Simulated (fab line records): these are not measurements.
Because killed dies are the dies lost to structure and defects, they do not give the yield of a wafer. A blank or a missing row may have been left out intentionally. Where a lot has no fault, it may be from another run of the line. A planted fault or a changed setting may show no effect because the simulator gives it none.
Chamber matching / flow n5 finfet / 4 sister chambers for N5_BEOL_M6_CMP_52 on cmp-01
The step polishes, stops on SiCOH lowk, t overpolish 6.9 s, target thk 80 nm. 4 wafers are shown with their chamber, then 10 later ones without.

WAFERS, EACH WITH ITS CHAMBER
wafer=L078.2; chamber=0; motor current A (A)=6.9
wafer=L085.3; chamber=1; motor current A (A)=5.4
wafer=L086.1; chamber=3; motor current A (A)=5.2
wafer=L086.4; chamber=2; motor current A (A)=6.3

WAFERS WITH NO CHAMBER GIVEN
wafer=L086.5; motor current A (A)=7.1
wafer=L091.2; motor current A (A)=7.0
wafer=L091.3; motor current A (A)=5.4
wafer=L091.5; motor current A (A)=6.8
wafer=L092.2; motor current A (A)=5.6
wafer=L092.4; motor current A (A)=6.6
wafer=L092.5; motor current A (A)=5.4
wafer=L093.1; motor current A (A)=5.4
wafer=L093.5; motor current A (A)=5.4
wafer=L093.6; motor current A (A)=6.5

EACH ONE'S CHAMBER
wafer=L086.5; from the rows above=0; in truth=0
wafer=L091.2; from the rows above=0; in truth=0
wafer=L091.3; from the rows above=can't be placed: 1 or 3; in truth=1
wafer=L091.5; from the rows above=0; in truth=0
wafer=L092.2; from the rows above=can't be placed: 1 or 3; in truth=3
wafer=L092.4; from the rows above=can't be placed: 2 or 0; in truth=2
wafer=L092.5; from the rows above=can't be placed: 1 or 3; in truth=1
wafer=L093.1; from the rows above=can't be placed: 1 or 3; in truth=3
wafer=L093.5; from the rows above=can't be placed: 1 or 3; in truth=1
wafer=L093.6; from the rows above=can't be placed: 2 or 0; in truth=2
Correctly placed: 3 of 10. From these rows, 7 cannot be placed; in 7 the true chamber is one of the candidates. Number placed wrongly: 0.
How it was worked out, from the rows above alone: a wafer's distance from a chamber is the root of the sum, over the readings, of the square of ((its reading less the chamber's mean) divided by the reading's scatter). If the next closest chamber is less than 2 further off than the closest, the wafer can't be placed; otherwise it belongs to the closest. For every chamber, the mean is computed from those of its wafers that are shown. The scatter: with one shown wafer a chamber, the root of the mean of the squares of how far each hidden wafer lies from its nearest shown one.
